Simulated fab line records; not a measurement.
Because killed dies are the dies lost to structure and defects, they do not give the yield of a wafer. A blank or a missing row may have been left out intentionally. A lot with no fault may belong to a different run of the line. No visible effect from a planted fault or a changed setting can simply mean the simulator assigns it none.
Split-lot experiment -- flow n5 finfet -- route with 1938 steps; 7 lots, 21 wafers read

SPLIT DETAILS
At N5_BEOL_M15_COAT_22 (resist thk 800 nm), the setting spin rpm was moved away from the recipe's 1704 rpm on 4 of the 21 wafers read, by -9.9% to -3.0%. The other wafers ran this setting at the recipe's value.

The split's own step is where the reading is taken.

THE READING
coat_of_BEOL_M15_COAT_22.thk nm (the simulator's own value, which no gauge read), in nm, at N5_BEOL_M15_COAT_22 (resist thk 800 nm). The file does not state a usual value for it. The 17 wafers here that ran the recipe average 798.6 nm, standard deviation 1.9 nm.

wafer,"tool, chamber at the split","spin rpm as run, rpm",against the recipe,"coat_of_BEOL_M15_COAT_22.thk nm, nm",against lot-mates on the recipe
L078.1,"litho track-04, 0",1704,recipe,799.2,-
L078.3,"litho track-04, 0",1704,recipe,797.6,-
L078.5,"litho track-04, 0",1704,recipe,798.8,-
L079.3,"litho track-03, 0",1704,recipe,799.8,-
L079.4,"litho track-03, 0",1704,recipe,800.8,-
L079.6,"litho track-03, 0",1704,recipe,799,-
L081.3,"litho track-04, 0",1704,recipe,797.6,-
L081.4,"litho track-04, 0",1704,recipe,798.6,-
L081.6,"litho track-04, 0",1704,recipe,798.4,-
L085.1,"litho track-04, 0",1536,-9.9%,839.4,+42.5
L085.2,"litho track-04, 0",1704,recipe,795,-
L085.3,"litho track-04, 0",1704,recipe,798.8,-
L089.1,"litho track-05, 0",1704,recipe,800.8,-
L089.3,"litho track-05, 0",1704,recipe,803.6,-
L089.4,"litho track-05, 0",1653,-3.0%,813.8,+11.6
L092.2,"litho track-04, 0",1704,recipe,797.4,-
L092.3,"litho track-04, 0",1704,recipe,797.4,-
L092.5,"litho track-04, 0",1704,recipe,796.8,-
L093.1,"litho track-05, 0",1639,-3.8%,815.6,+18.2
L093.4,"litho track-05, 0",1704,recipe,797.4,-
L093.6,"litho track-05, 0",1639,-3.8%,814.2,+16.8

FIT RESULTS
A straight line over all 21 wafers: coat_of_BEOL_M15_COAT_22.thk nm changes by -4.21 nm for each +1% of spin rpm; r = -0.98; the points scatter about the line by 1.9 nm.
The same after taking each lot's own level away (the mean of its wafers on the recipe; 21 wafers): -4.34 nm for each +1%; r = -1.00; scatter 1 nm.
According to that fit, moving spin rpm by its largest amount changes the reading by 43 nm.
The span of the lots' own levels, 796.90 to 802.20 nm, comes to 2.8 times the standard deviation stated above.
So the lot-to-lot level changes the slope little: the two slopes agree.
Check: +43.6 nm against its lot-mates is what the line predicts for one of the wafers moved furthest among these (-9.9%) when that wafer is left out of the fit. It came out at +42.5 nm against them.

ADDITIONAL SPLITS CARRIED BY THESE WAFERS
Before the reading, these wafers also passed through other splits. Each is held against what the fit with the lots' levels taken away leaves over:
other split on the same wafers,wafers away from the commonest value,r with coat_of_BEOL_M15_COAT_22.thk nm (lot level and that fit taken away)
N5_BEOL_M10_COAT_60 spin rpm,6,+0.24
N5_BEOL_M10_ETCH_62 time s,6,-0.22
N5_BEOL_M13_COAT_58 spin rpm,4,-0.27
N5_BEOL_M13_DESCUM_15 time s,8,+0.16
N5_BEOL_M14_COAT_65 spin rpm,7,+0.12

THE FILE'S OWN FIT
coat_of_BEOL_M15_COAT_22.thk nm changes by -4.31 nm for each +1% of spin rpm, r = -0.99.
